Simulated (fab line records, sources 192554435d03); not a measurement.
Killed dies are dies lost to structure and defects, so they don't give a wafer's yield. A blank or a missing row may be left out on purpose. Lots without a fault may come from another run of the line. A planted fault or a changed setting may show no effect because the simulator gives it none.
fab line records | flow n5_finfet
record lots=11 wafers=33 last_day=18
route steps=1938 shown BEOL_M11@1552
lots that met no fault: from a run of the same line without faults
start_h: hours from the record's first day to the start of the lot's first wafer shown | wait_h: hours since the lot's step before | " the same as in the row above | L1.1+2: a row that stands for several wafers | - no value, or no start given | * or withheld: withheld | < > ~ a bound
route shown NAME@n: a module of which the file shows steps, and the number in the route of the first | usual: mean/standard deviation of fault-free wafers | same: alike in all rows | chamber/n: place in a boat | sites: the reading at each site | _std_site: their standard deviation | _edge_site: outer sites' mean less inner sites' | radius_mm: how far each site lies from the wafer's centre | mask NAME#n: copy n | behind: the tool/chamber that last shaped the wafer | hold: why the lot was held/for how many hours/how that ended | device: the transistor (n, p or np) that didn't switch | end of line: the same wafers' tests at the end of the route | a step without rows: its recipe alone | killed: dies lost to structure and defects at the first sort, not the wafer's yield | map: a wafer's dies, x killed, . not, _ none there
set.NAME: the setting as run; set.NAME@STEP: as run at that earlier step | model.NAME: the simulator's own value behind a step, which no gauge read
steps of the route over a sample of lots; a table a step, a row a wafer
services: from which hour (start_h, from the record's first day; less than 0 if before it) a tool's chamber was out of use, for how many hours, and why
## steps
# step N5_BEOL_M11_DESCUM_16
# recipe chemistry=O2 time_s=7.9 source_power_w=50 bias_power_w=20 pressure_mtorr=20 rf_frequency_hz=2.712e+07 temp_c=40 resist=CAR-ArF o2_flow_sccm=225
# usual drypump_motor_current_A=5.8/0.53 oes_product_au=0.79/0.099 rf_vpp_V=242.9/1.3 showerhead_plenum_p_Torr=2.08/0.065 throttle_valve_pct=20.3/0.31
# same time_s=7.9
# columns lot.wafer tool chamber start_h wait_h drypump_motor_current_A oes_product_au rf_hours_counter_h rf_vpp_V showerhead_plenum_p_Torr throttle_valve_pct
L103.2 rie_diel-03 2 241.99 0.0 5.6 0.71 221 242.1 2.09 20.9
L103.5 " 1 " " 6.3 0.69 - 244.5 2.14 20.2
L103.6 " 3 " " 5.8 0.77 - 243.3 2.10 20.2
L105.3 rie_diel-04 0 253.73 0.1 5.9 0.72 153 240.0 1.92 20.4
L105.5 " 1 " " 5.3 0.81 - 242.8 2.02 20.1
L105.6 " 2 " " 5.2 0.72 - 243.3 2.10 20.2
L104.1 rie_diel-02 2 253.88 0.0 4.7 0.91 24 245.1 2.14 20.3
L104.2 " 1 " " 6.6 0.67 224 244.4 2.16 20.7
L104.6 " 2 " " 4.7 0.90 - 244.8 2.14 20.3
L110.1 rie_diel-04 0 284.42 0.0 5.9 0.72 161 239.5 1.92 20.4
L110.2 " 2 " " 5.2 0.72 180 243.9 2.10 20.2
L110.5 " 0 " " 5.9 0.72 - 241.2 1.92 20.4
L113.1 rie_diel-04 0 289.64 0.0 5.9 0.72 163 240.0 1.92 20.4
L113.3 " 2 " " 5.2 0.72 181 243.8 2.10 20.2
L113.5 " 0 " " 5.9 0.72 - 240.3 1.92 20.4
L115.3 rie_diel-04 2 320.96 0.1 5.2 0.71 190 242.4 2.09 20.2
L115.5 " 1 " " 5.3 0.79 - 242.8 2.01 20.1
L115.6 " 2 " " 5.2 0.71 - 243.9 2.09 20.2
L119.1 rie_diel-02 1 329.03 0.2 6.6 0.66 249 243.7 2.15 20.7
L119.2 " 2 " " 4.6 0.85 47 243.1 2.13 20.4
L119.3 " 0 " " 5.7 0.95 12 245.5 2.16 20.7
L118.1 rie_diel-03 2 338.87 0.0 5.6 0.70 252 242.7 2.08 20.9
L118.3 " 3 " " 5.8 0.74 143 243.9 2.09 20.2
L118.4 " 1 " " 6.3 0.90 - 243.6 2.13 19.8
L124.4 rie_diel-02 1 361.23 0.1 6.6 0.97 4 244.6 2.15 20.4
L124.5 " 0 " " 5.7 0.92 - 243.8 2.15 20.7
L124.6 " 1 " " 6.6 0.98 - 242.6 2.15 20.4
L123.3 rie_diel-02 1 361.52 0.0 6.6 0.96 4 244.2 2.15 20.4
L123.4 " 0 " " 5.7 0.92 23 242.9 2.15 20.7
L123.6 " 1 " " 6.6 0.95 - 244.6 2.15 20.4
L126.1 rie_diel-04 1 395.22 0.0 5.3 0.76 151 242.7 2.01 20.1
L126.4 " 2 " " 5.2 0.70 216 242.9 2.08 20.3
L126.5 " 2 " " 5.2 0.69 - 241.0 2.08 20.2
# step N5_BEOL_M11_HM_OPEN_17
# recipe chemistry=Cl2/BCl3 target_depth_a=200 overetch_a=60 target=TiN mask_material=SOC ion_energy_ev=150 pressure_mtorr=10 icp_w=1000 bias_w=126 Cl2_flow_sccm=53.25 bcl3_flow_sccm=21.75 Ar_flow_sccm=25
# usual drypump_motor_current_A=6.1/0.32 mfc_cl2_sccm=53.27/0.16 oes_product_au=0.70/0.092 throttle_valve_pct=22.05/0.24
# columns lot.wafer tool chamber start_h wait_h drypump_motor_current_A mfc_cl2_sccm oes_product_au rf_hours_counter_h throttle_valve_pct
L103.2 rie_metal-02 1 242.30 0.1 6.0 53.17 0.72 - 22.15
L103.5 " 1 " " 5.9 53.25 0.72 - 22.16
L103.6 " 1 " " 6.0 53.00 0.72 - 22.17
L105.3 rie_metal-02 1 254.04 0.1 5.9 53.15 0.71 - 22.18
L105.5 " 1 " " 5.9 53.32 0.70 - 22.16
L105.6 " 0 " " 5.9 53.24 0.85 - 22.11
L104.1 rie_metal-01 1 254.15 0.0 6.3 53.09 0.70 27 21.72
L104.2 " 0 " " 6.3 53.30 0.56 103 22.26
L104.6 " 0 " " 6.3 53.18 0.56 - 22.26
L110.1 rie_metal-03 0 284.69 0.0 5.3 53.18 0.54 118 21.93
L110.2 " 1 " " 6.4 53.39 0.61 67 22.43
L110.5 " 0 " " 5.3 53.51 0.54 - 21.94
L113.1 rie_metal-01 1 289.91 0.0 6.3 53.00 0.70 30 21.75
L113.3 " 1 " " 6.3 53.28 0.70 - 21.72
L113.5 " 0 " " 6.3 53.20 0.56 - 22.25
L115.3 rie_metal-01 1 321.26 0.1 6.3 53.00 0.69 - 21.74
L115.5 " 0 " " 6.2 52.94 0.56 - 22.26
L115.6 " 1 " " 6.3 53.01 0.68 - 21.73
L119.1 rie_metal-02 0 329.31 0.0 5.9 53.17 0.79 6 22.12
L119.2 " 1 " " 5.9 52.98 0.69 29 22.19
L119.3 " 0 " " 5.9 53.32 0.79 - 22.10
L118.1 rie_metal-03 0 339.14 0.0 5.3 53.15 0.81 1 21.68
L118.3 " 0 " " 5.3 53.16 0.82 - 21.68
L118.4 " 1 " " 6.4 53.19 0.60 - 22.43
L124.4 rie_metal-03 1 361.53 0.1 6.4 53.29 0.60 - 22.45
L124.5 " 0 " " 5.3 53.36 0.81 - 21.68
L124.6 " 1 " " 6.4 53.35 0.59 - 22.43
L123.3 rie_metal-01 0 361.83 0.1 6.3 53.17 0.85 - 21.95
L123.4 " 1 " " 6.3 53.30 0.67 - 21.75
L123.6 " 1 " " 6.3 53.14 0.67 - 21.74
L126.1 rie_metal-03 0 395.49 0.0 5.3 53.07 0.77 7 21.69
L126.4 " 1 " " 6.5 53.39 0.59 - 22.45
L126.5 " 1 " " 6.5 53.33 0.59 - 22.44
# step N5_BEOL_M11_CD_MEAS_18
# recipe pitch_nm=140 target_cd_nm=70
# usual cd_nm=69.9/0.72
# columns lot.wafer tool chamber start_h wait_h cd_nm
L103.2 cd_sem-03 - 242.54 0.1 70.6
L103.5 " - " " 70.9
L103.6 " - " " 70.7
L105.3 cd_sem-01 - 254.20 0.1 69.8
L105.5 " - " " 69.6
L105.6 " - " " 69.9
L104.1 cd_sem-01 - 254.37 0.0 69.8
L104.2 " - " " 68.9
L104.6 " - " " 68.6
L110.1 cd_sem-01 - 284.87 0.0 69.2
L110.2 " - " " 69.9
L110.5 " - " " 70.1
L113.1 cd_sem-03 - 290.09 0.0 69.6
L113.3 " - " " 69.9
L113.5 " - " " 69.0
L115.3 cd_sem-03 - 321.49 0.1 68.8
L115.5 " - " " 68.3
L115.6 " - " " 69.7
L119.1 cd_sem-02 - 329.49 0.0 70.0
L119.2 " - " " 71.4
L119.3 " - " " 71.0
L118.1 cd_sem-01 - 339.32 0.0 70.5
L118.3 " - " " 70.7
L118.4 " - " " 68.9
L124.4 cd_sem-02 - 361.69 0.1 68.9
L124.5 " - " " 69.5
L124.6 " - " " 68.9
L123.3 cd_sem-01 - 361.98 0.1 69.0
L123.4 " - " " 70.2
L123.6 " - " " 68.5
L126.1 cd_sem-03 - 395.67 0.0 70.0
L126.4 " - " " 71.4
L126.5 " - " " 71.1
# step N5_BEOL_M11_COAT_63
# recipe resist=SOC temp_c=250 time_s=60 spin_rpm=1500 resist_thk_nm=100
# usual heater_power_total_W=500.4/1.7 spin_speed_rpm=1499.8/0.96
# same time_s=60
# columns lot.wafer tool chamber start_h wait_h heater_power_total_W spin_speed_rpm
L103.2 litho_track-01 0 242.57 0.0 498.0 1498.8
L103.5 " 0 " " 501.6 1499.6
L103.6 " 0 " " 498.5 1501.0
L105.3 litho_track-01 0 254.35 0.1 502.6 1501.1
L105.5 " 0 " " 501.3 1500.3
L105.6 " 0 " " 502.7 1501.1
L104.1 litho_track-03 0 254.43 0.1 503.2 1497.8
L104.2 " 0 " " 499.9 1499.2
L104.6 " 0 " " 501.1 1500.5
L110.1 litho_track-01 0 285.03 0.2 498.9 1265.1
L110.2 " 0 " " 499.1 1267.7
L110.5 " 0 " " 498.0 1265.3
L113.1 litho_track-01 0 290.13 0.0 499.4 1267.6
L113.3 " 0 " " 498.7 1268.1
L113.5 " 0 " " 502.6 1267.2
L115.3 litho_track-03 0 321.69 0.2 503.3 1499.4
L115.5 " 0 " " 498.7 1499.3
L115.6 " 0 " " 501.2 1498.5
L119.1 litho_track-03 0 329.53 0.0 502.2 1501.2
L119.2 " 0 " " 503.0 1500.2
L119.3 " 0 " " 498.3 1500.2
L118.1 litho_track-03 0 340.14 0.8 503.3 1500.5
L118.3 " 0 " " 500.2 1500.4
L118.4 " 0 " " 502.4 1500.0
L123.3 litho_track-01 0 362.20 0.2 498.0 1500.5
L123.4 " 0 " " 499.7 1498.5
L123.6 " 0 " " 499.3 1499.5
L124.4 litho_track-04 0 362.22 0.5 500.0 1500.3
L124.5 " 0 " " 503.3 1500.0
L124.6 " 0 " " 497.3 1501.1
L126.1 litho_track-03 0 396.85 1.2 501.5 1498.0
L126.4 " 0 " " 498.8 1498.6
L126.5 " 0 " " 502.5 1499.3
## services
# columns tool chamber start_h hours kind
rie_metal-03 0 219.50 2.8 repair
rie_metal-02 0 233.41 - clean
rie_diel-02 0 238.33 5.8 repair
rie_diel-03 - 271.55 14.6 pm
rie_diel-02 0 274.53 - clean
rie_diel-02 0 274.53 - consumable_replace:focus_ring
rie_diel-02 0 274.53 14.8 scheduled_down
rie_diel-02 0 274.53 14.8 vent_cycle
rie_metal-03 0 295.59 - clean
rie_metal-03 0 295.59 24.7 scheduled_down
rie_metal-03 0 295.59 24.7 vent_cycle
rie_diel-03 0 318.78 21.1 repair
rie_diel-04 0 319.25 5.6 repair
rie_diel-02 1 330.24 - clean
rie_diel-02 1 330.24 - consumable_replace:focus_ring
rie_diel-02 1 330.24 18.0 scheduled_down
rie_diel-02 1 330.24 18.0 vent_cycle
rie_diel-04 3 338.66 - clean
rie_diel-04 3 338.66 - consumable_replace:focus_ring
rie_diel-04 3 338.66 15.6 scheduled_down
rie_diel-04 3 338.66 15.6 vent_cycle
rie_metal-01 0 338.84 - clean
rie_metal-01 0 338.84 21.1 scheduled_down
rie_metal-01 0 338.84 21.1 vent_cycle
## key
first_sign step=N5_BEOL_M11_COAT_63 reading=spin_speed_rpm direction=down sigmas=99+ usual=* struck=*
effect none on later readings
met_at N5_BEOL_M11_COAT_63
struck_lots L110,L113
not_acting_at N5_BEOL_M11_DESCUM_16,N5_BEOL_M11_HM_OPEN_17,N5_BEOL_M11_CD_MEAS_18
onset_between 254.35 285.03
fault kind=process_parameter_drift tool=litho_track-01 chamber=- onset_h=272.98 steps=N5_BEOL_M11_COAT_63 channel=spin_rpm offset=* shape=step end_h=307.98 acts_in=* stated=*
